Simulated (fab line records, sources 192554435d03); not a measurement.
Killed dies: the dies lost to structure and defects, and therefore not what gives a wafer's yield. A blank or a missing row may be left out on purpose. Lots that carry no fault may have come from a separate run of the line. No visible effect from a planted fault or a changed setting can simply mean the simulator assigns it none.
Matching of chambers || flow n5_finfet || N5_BEOL_M11_STRIP_19 on rie_diel-05 has 4 sister chambers
The step strips in O2. 18 wafers are shown with their chamber, then 8 later ones without.

== EACH WAFER AND ITS CHAMBER ==
{"wafer": "L078.1", "chamber": 3, "drypump_motor_current_A (A)": 5.8, "showerhead_plenum_p_Torr (Torr)": 2.15, "throttle_valve_pct (%)": 16.90}
{"wafer": "L078.2", "chamber": 1, "drypump_motor_current_A (A)": 5.3, "showerhead_plenum_p_Torr (Torr)": 2.14, "throttle_valve_pct (%)": 16.50}
{"wafer": "L078.3", "chamber": 0, "drypump_motor_current_A (A)": 6.6, "showerhead_plenum_p_Torr (Torr)": 2.02, "throttle_valve_pct (%)": 16.55}
{"wafer": "L082.1", "chamber": 2, "drypump_motor_current_A (A)": 6.6, "showerhead_plenum_p_Torr (Torr)": 2.11, "throttle_valve_pct (%)": 16.86}
{"wafer": "L082.3", "chamber": 0, "drypump_motor_current_A (A)": 6.6, "showerhead_plenum_p_Torr (Torr)": 2.02, "throttle_valve_pct (%)": 16.55}
{"wafer": "L082.4", "chamber": 1, "drypump_motor_current_A (A)": 5.3, "showerhead_plenum_p_Torr (Torr)": 2.14, "throttle_valve_pct (%)": 16.51}
{"wafer": "L088.2", "chamber": 0, "drypump_motor_current_A (A)": 6.6, "showerhead_plenum_p_Torr (Torr)": 2.02, "throttle_valve_pct (%)": 16.54}
{"wafer": "L088.4", "chamber": 2, "drypump_motor_current_A (A)": 6.6, "showerhead_plenum_p_Torr (Torr)": 2.11, "throttle_valve_pct (%)": 16.85}
{"wafer": "L088.6", "chamber": 1, "drypump_motor_current_A (A)": 5.4, "showerhead_plenum_p_Torr (Torr)": 2.14, "throttle_valve_pct (%)": 16.52}
{"wafer": "L087.2", "chamber": 1, "drypump_motor_current_A (A)": 5.3, "showerhead_plenum_p_Torr (Torr)": 2.14, "throttle_valve_pct (%)": 16.53}
{"wafer": "L087.4", "chamber": 2, "drypump_motor_current_A (A)": 6.6, "showerhead_plenum_p_Torr (Torr)": 2.10, "throttle_valve_pct (%)": 16.85}
{"wafer": "L087.6", "chamber": 1, "drypump_motor_current_A (A)": 5.3, "showerhead_plenum_p_Torr (Torr)": 2.14, "throttle_valve_pct (%)": 16.52}
{"wafer": "L089.1", "chamber": 1, "drypump_motor_current_A (A)": 5.3, "showerhead_plenum_p_Torr (Torr)": 2.14, "throttle_valve_pct (%)": 16.56}
{"wafer": "L089.3", "chamber": 3, "drypump_motor_current_A (A)": 5.8, "showerhead_plenum_p_Torr (Torr)": 2.14, "throttle_valve_pct (%)": 16.95}
{"wafer": "L089.6", "chamber": 3, "drypump_motor_current_A (A)": 5.8, "showerhead_plenum_p_Torr (Torr)": 2.14, "throttle_valve_pct (%)": 16.93}
{"wafer": "L091.3", "chamber": 3, "drypump_motor_current_A (A)": 5.8, "showerhead_plenum_p_Torr (Torr)": 2.14, "throttle_valve_pct (%)": 16.95}
{"wafer": "L091.4", "chamber": 0, "drypump_motor_current_A (A)": 6.6, "showerhead_plenum_p_Torr (Torr)": 2.02, "throttle_valve_pct (%)": 16.54}
{"wafer": "L091.6", "chamber": 1, "drypump_motor_current_A (A)": 5.3, "showerhead_plenum_p_Torr (Torr)": 2.14, "throttle_valve_pct (%)": 16.56}

SIGNATURES (averages over the wafers above)
{"reading": "drypump_motor_current_A", "chamber 0": 6.600, "chamber 1": 5.314, "chamber 2": 6.600, "chamber 3": 5.800, "scatter within a chamber": 0.0247}
{"reading": "showerhead_plenum_p_Torr", "chamber 0": 2.0200, "chamber 1": 2.1400, "chamber 2": 2.1067, "chamber 3": 2.1425, "scatter within a chamber": 0.00318}
{"reading": "throttle_valve_pct", "chamber 0": 16.5450, "chamber 1": 16.5286, "chamber 2": 16.8533, "chamber 3": 16.9325, "scatter within a chamber": 0.0191}
Rule: for each reading, subtract the chamber's mean from the wafer's reading, divide by that reading's scatter and square the result; add these up over the readings and take the root, which gives the wafer's distance from the chamber. The wafer belongs to the nearest chamber; if the next one is less than 2 further off, it can't be placed. The scatter: the root of (the sum of the squares of (reading less its chamber's mean) over the shown wafers, divided by (wafers less chambers)).

== WAFERS MISSING THEIR CHAMBER ==
{"wafer": "L092.2", "drypump_motor_current_A (A)": 5.8, "showerhead_plenum_p_Torr (Torr)": 2.14, "throttle_valve_pct (%)": 16.95}
{"wafer": "L092.3", "drypump_motor_current_A (A)": 6.6, "showerhead_plenum_p_Torr (Torr)": 2.02, "throttle_valve_pct (%)": 16.57}
{"wafer": "L092.5", "drypump_motor_current_A (A)": 5.8, "showerhead_plenum_p_Torr (Torr)": 2.14, "throttle_valve_pct (%)": 16.96}
{"wafer": "L093.2", "drypump_motor_current_A (A)": 5.9, "showerhead_plenum_p_Torr (Torr)": 2.14, "throttle_valve_pct (%)": 16.97}
{"wafer": "L093.5", "drypump_motor_current_A (A)": 5.9, "showerhead_plenum_p_Torr (Torr)": 2.14, "throttle_valve_pct (%)": 16.95}
{"wafer": "L093.6", "drypump_motor_current_A (A)": 6.6, "showerhead_plenum_p_Torr (Torr)": 2.10, "throttle_valve_pct (%)": 16.88}
{"wafer": "L094.2", "drypump_motor_current_A (A)": 6.6, "showerhead_plenum_p_Torr (Torr)": 2.01, "throttle_valve_pct (%)": 16.58}
{"wafer": "L094.5", "drypump_motor_current_A (A)": 6.6, "showerhead_plenum_p_Torr (Torr)": 2.01, "throttle_valve_pct (%)": 16.56}

== WHICH CHAMBER EACH WENT THROUGH ==
{"wafer": "L092.2", "from the rows above": 3, "in truth": 3}
{"wafer": "L092.3", "from the rows above": 0, "in truth": 0}
{"wafer": "L092.5", "from the rows above": 3, "in truth": 3}
{"wafer": "L093.2", "from the rows above": 3, "in truth": 3}
{"wafer": "L093.5", "from the rows above": 3, "in truth": 3}
{"wafer": "L093.6", "from the rows above": 2, "in truth": 2}
{"wafer": "L094.2", "from the rows above": 0, "in truth": 0}
{"wafer": "L094.5", "from the rows above": 0, "in truth": 0}
Correctly placed: 8 of 8. From these rows, 0 cannot be placed. Number placed wrongly: 0.
